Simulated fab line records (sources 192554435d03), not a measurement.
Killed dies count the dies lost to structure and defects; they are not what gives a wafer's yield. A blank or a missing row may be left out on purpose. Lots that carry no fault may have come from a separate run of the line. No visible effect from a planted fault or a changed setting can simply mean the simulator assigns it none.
A struck lot beside a sound one ; flow n5Finfet ; 21 out of 1938 route steps
Sound: the wafers L726.2, L726.3, L726.6. Wafers L736.2, L736.4, L736.5 were the ones struck. At the end, the cause is stated.
For every step that has rows: the tool of each side, followed by ch and its chambers, followed by its first start. Under that, the readings that differ: sound wafers ; struck wafers ; difference of the means ; sigmas: that difference in standard deviations of wafers without a fault.
alike: words and numbers the same on both sides, and readings whose means are apart by under 2 such deviations; not compared: readings that were withheld, readings missing a value for some wafer, numbers with overlapping values and no deviation given by the record, and bounds like >300 which may hide the same value.
The two part at a step that has a row with sigmas, a row that says differs or no value, or rows on one side only. Numbers that don't overlap but have no deviation are shown without sigmas and don't part them. Lack of a reading on every wafer of one side parts them only where that side has two or more wafers.

first, 1 step without rows for these wafers: N5_ZERO_LAYER_HARDBAKE_23 (time 120 s).
N5_ZERO_LAYER_CD_MEAS_11: the cd target is 2000 nm.
  sound on cdSem-03 ch 0, day 1 18:38; struck on cdSem-03 ch 0, day 4 06:38
  alike: cdNm
N5_ZERO_LAYER_DESCUM_16: chemistry O2, time 7.9 s.
  sound on rieDiel-04 ch 2,3, day 1 18:41; struck on rieDiel-05 ch 1,2,3, day 4 06:41
  alike: drypumpMotorCurrentA, oesProductAu, rfVppV, showerheadPlenumPTorr, throttleValvePct
  not compared: rfHoursCounterH
N5_ZERO_LAYER_ETCH_17: etches SiO2 in CF4, target depth 12 nm, time 13.3 s.
  sound on rieDiel-04 ch 2,3, day 1 18:43; struck on rieDiel-05 ch 1,2,3, day 4 06:43
  alike: drypumpMotorCurrentA, oesProductAu, rfVppV, showerheadPlenumPTorr, throttleValvePct
  not compared: rfHoursCounterH
N5_ZERO_LAYER_ETCH_18: etches Si in HBr/Cl2, target depth 120 nm, time 40 s.
  sound on rieSi-02 ch 1,2, day 1 18:47; struck on rieSi-06 ch 1,2,3, day 4 06:47
  alike: drypumpMotorCurrentA, oesProductAu, throttleValvePct
  not compared: rfHoursCounterH
N5_ZERO_LAYER_STRIP_24: strips in O2.
  sound on plasmaAsher-02 ch 0,1, day 1 18:53; struck on plasmaAsher-02 ch 0,1, day 4 06:53
  alike: drypumpMotorCurrentA, heaterPowerW, oesProductAu, stripTimeToEndpointS
  not compared: rfHoursCounterH
then, 1 step without rows for these wafers: N5_ZERO_LAYER_STRIP_19 (strips in SPM, time 900 s).
N5_ZERO_LAYER_INSPECT_20: inspects for defects (darkfield).
  sound: defectInspect-01 at day 1 19:16; struck: defectInspect-01 at day 4 07:16
reading;sound;struck;difference;sigmas
rawDefectCount;39 72 36;14 10 14;-36;-2
then, 4 steps without rows for these wafers: N5_WELL_APT_HMDS_01 (time 60 s); N5_WELL_APT_COAT_02 (resist thk 950 nm); N5_WELL_APT_EBR_04; N5_WELL_APT_SOFTBAKE_03 (time 60 s).
N5_WELL_APT_EXPOSE_05: exposes mask NWELL, defocus 0 nm, target cd 200 nm.
  sound on krfScanner-02 ch 0, day 1 19:31; struck on krfScanner-02 ch 0, day 4 07:23
reading;sound;struck;difference;sigmas
model.WELL_APT.overlayXNm (nm);5.428 5.428 5.428;28.28 28.28 28.28;+22.85;
  alike: mask
then, 3 steps without rows for these wafers: N5_WELL_APT_PEB_06 (peb time 90 s); N5_WELL_APT_DEVELOP_07 (develop time 45 s); N5_WELL_APT_HARDBAKE_12 (time 120 s).
N5_WELL_APT_CD_MEAS_08: the cd target is 200 nm.
  sound on cdSem-03 ch 0, day 1 19:41; struck on cdSem-03 ch 0, day 4 07:34
  alike: cdNm
N5_WELL_APT_OVL_MEAS_09:
  sound on overlay-01 ch 0, day 1 19:43; struck on overlay-01 ch 0, day 4 07:35
reading;sound;struck;difference;sigmas
NWELL_OVL (nm);14 11 16;31 36 35;+20;+4
N5_WELL_APT_INSPECT_10: inspects for defects (macro).
  sound: defectInspect-01 at day 1 19:44; struck: defectInspect-01 at day 4 07:37
  alike: rawDefectCount
-- record jumps: 9 days separate the struck wafers' starts on either side; left off in module WELL_APT, taken up again in module BEOL_M4, whose first shown step is the route's number 1111 --
N5_BEOL_M4_RC_MEAS_101:
  sound on prober-01 ch 0, day 10 11:33; struck on prober-02 ch 0, day 12 23:09
  alike: DIBL_N, DIBL_P, IOFF_N, IOFF_P, ION_N, ION_P, SS_N, SS_P, VT_N, VT_P
then, 1 step without rows for these wafers: N5_PASSIVATION_PROBE_49.

## WHERE THEY PART
Last at N5_WELL_APT_OVL_MEAS_09 as far as this record goes, first at N5_ZERO_LAYER_INSPECT_20. Later steps at which nothing parts them and some readings are alike: N5_WELL_APT_INSPECT_10, N5_BEOL_M4_RC_MEAS_101.

WHY: what had been put in by the simulator
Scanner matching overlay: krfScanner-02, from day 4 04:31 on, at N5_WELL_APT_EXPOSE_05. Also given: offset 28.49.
